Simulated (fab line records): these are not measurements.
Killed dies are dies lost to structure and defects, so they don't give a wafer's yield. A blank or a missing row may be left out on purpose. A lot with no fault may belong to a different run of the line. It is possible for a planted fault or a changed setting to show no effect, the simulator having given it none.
Comparing a struck lot with a sound one -- flow n5Finfet -- 20 out of 1938 route steps
Sound: these wafers, L342.1, L342.2, L342.6. Wafers L344.3, L344.4, L344.6 were the ones struck. Last of all comes the cause.
At each step with rows: each side's tool, then ch and its chambers, then its first start. Under that, the readings that differ: sound wafers -- struck wafers -- difference of the means -- sigmas: that difference in standard deviations of wafers without a fault.
alike: readings whose means differ by less than 2 such deviations, and words and numbers that are the same on both sides. not compared: withheld readings, readings that some wafer has no value for, bounds like >300 that may hide the same value, and numbers for which the record gives no deviation and whose values overlap.
Wherever a step has rows on one side only, a row that says differs or no value, or a row with sigmas, the two part there. Non-overlapping numbers with no deviation appear without sigmas and do not part them. Lack of a reading on every wafer of one side parts them only where that side has two or more wafers.

first, 8 steps without rows for these wafers: N5_BEOL_M6_COAT_59 (time 60 s, resist thk 100 nm); N5_BEOL_M6_COAT_60 (time 60 s, resist thk 35 nm); N5_BEOL_M6_COAT_05 (resist thk 90 nm); N5_BEOL_M6_EBR_07; N5_BEOL_M6_SOFTBAKE_06 (time 60 s); N5_BEOL_M6_EXPOSE_08 (exposes mask M6); N5_BEOL_M6_PEB_09 (peb time 60 s); N5_BEOL_M6_DEVELOP_10 (develop time 30 s).
N5_BEOL_M6_CD_MEAS_11 targets a cd of 38.5 nm.
  sound on cdSem-03 ch 0, day 10 11:38; struck on cdSem-03 ch 0, day 10 12:23
  alike: cdNm
N5_BEOL_M6_OVL_MEAS_12:
  sound on overlay-02 ch 0, day 10 11:40; struck on overlay-01 ch 0, day 10 12:25
  alike: M6_OVL
N5_BEOL_M6_INSPECT_13: inspects for defects (brightfield).
  sound: defectInspect-02 at day 10 11:41; struck: defectInspect-01 at day 10 12:26
  alike: rawDefectCount
N5_BEOL_M6_DESCUM_16: chemistry O2, time 7.9 s.
  sound on rieDiel-05 ch 0,1,3, day 10 11:44; struck on rieDiel-05 ch 0,1, day 10 12:48
  alike: drypumpMotorCurrentA, oesProductAu, rfFwdPowerW, rfVppV, showerheadPlenumPTorr, throttleValvePct
  not compared: rfHoursCounterH
N5_BEOL_M6_ETCH_61: etches SiARC in CF4, target depth 45.5 nm, time 75.8 s.
  sound on rieDiel-05 ch 0,1,3, day 10 11:46; struck on rieDiel-05 ch 0,1, day 10 12:50
  no value came back on the struck wafers for any of 9 readings (biasW (W), cf4FlowSccm (sccm) and others); on the sound wafers biasW (W) reads 35.84 35.93 35.99
reading,sound,struck,difference,sigmas
model.CAR-ArF_of_BEOL_M6_COAT_05.thkNm (nm),50.6 50.8 50.6,83.6 83.4 83.4,+32.8,
  not compared: rfHoursCounterH
N5_BEOL_M6_ETCH_62: etches SOC in N2/H2, target depth 110 nm, overetch 22 nm, time 165 s.
  sound on rieDiel-05 ch 0,1,3, day 10 11:49; struck on rieDiel-05 ch 0,1, day 10 12:53
reading,sound,struck,difference,sigmas
oesProductAu (a.u.),0.62 0.78 0.58,0.35 0.28 0.35,-0.33,-5
  alike: biasW, chamberPressureMTorr, drypumpMotorCurrentA, rfFwdPowerW, rfVppV, showerheadPlenumPTorr, throttleValvePct
  not compared: rfHoursCounterH
then, 1 step without rows for these wafers: N5_BEOL_M6_STRIP_68 (strips in N2/H2).
N5_BEOL_M6_STRIP_67: strips in CF4.
  sound on rieDiel-05 ch 0,1,3, day 10 11:58; struck on rieDiel-05 ch 0,1, day 10 13:02
  alike: drypumpMotorCurrentA, oesProductAu, rfVppV, showerheadPlenumPTorr, throttleValvePct
  not compared: rfHoursCounterH
N5_BEOL_M6_HM_OPEN_17: chemistry Cl2/BCl3, target TiN, target depth 20 nm, overetch 6 nm.
  sound on rieMetal-01 ch 0,1, day 10 12:01; struck on rieMetal-01 ch 0,1, day 10 13:07
reading,sound,struck,difference,sigmas
oesProductAu (a.u.),0.58 0.68 0.69,0.30 0.26 0.29,-0.37,-5
throttleValvePct (%),22.73 22.20 22.18,22.86 23.41 22.87,+0.68,+3
  alike: drypumpMotorCurrentA, rfFwdPowerW
  not compared: rfHoursCounterH
N5_BEOL_M6_STRIP_19: strips in O2.
  sound on rieDiel-05 ch 0,3, day 10 12:13; struck on rieDiel-06 ch 0,1,3, day 10 13:13
  alike: drypumpMotorCurrentA, oesProductAu, rfVppV, showerheadPlenumPTorr, throttleValvePct
  not compared: rfHoursCounterH
N5_BEOL_M6_CD_MEAS_18: pitch 80 nm, target cd 40 nm.
  sound: cdSem-01 at day 10 12:17; struck: cdSem-03 at day 10 13:17
reading,sound,struck,difference,sigmas
cdNm (nm),40.6 39.8 39.1,- - -,no value on the struck wafers,
then, 1 step without rows for these wafers: N5_BEOL_M6_COAT_63 (time 60 s, resist thk 60 nm).

## WHERE THEY PART
Last at N5_BEOL_M6_CD_MEAS_18 as far as this record goes, first at N5_BEOL_M6_ETCH_61.

WHY: whatever the simulator had introduced
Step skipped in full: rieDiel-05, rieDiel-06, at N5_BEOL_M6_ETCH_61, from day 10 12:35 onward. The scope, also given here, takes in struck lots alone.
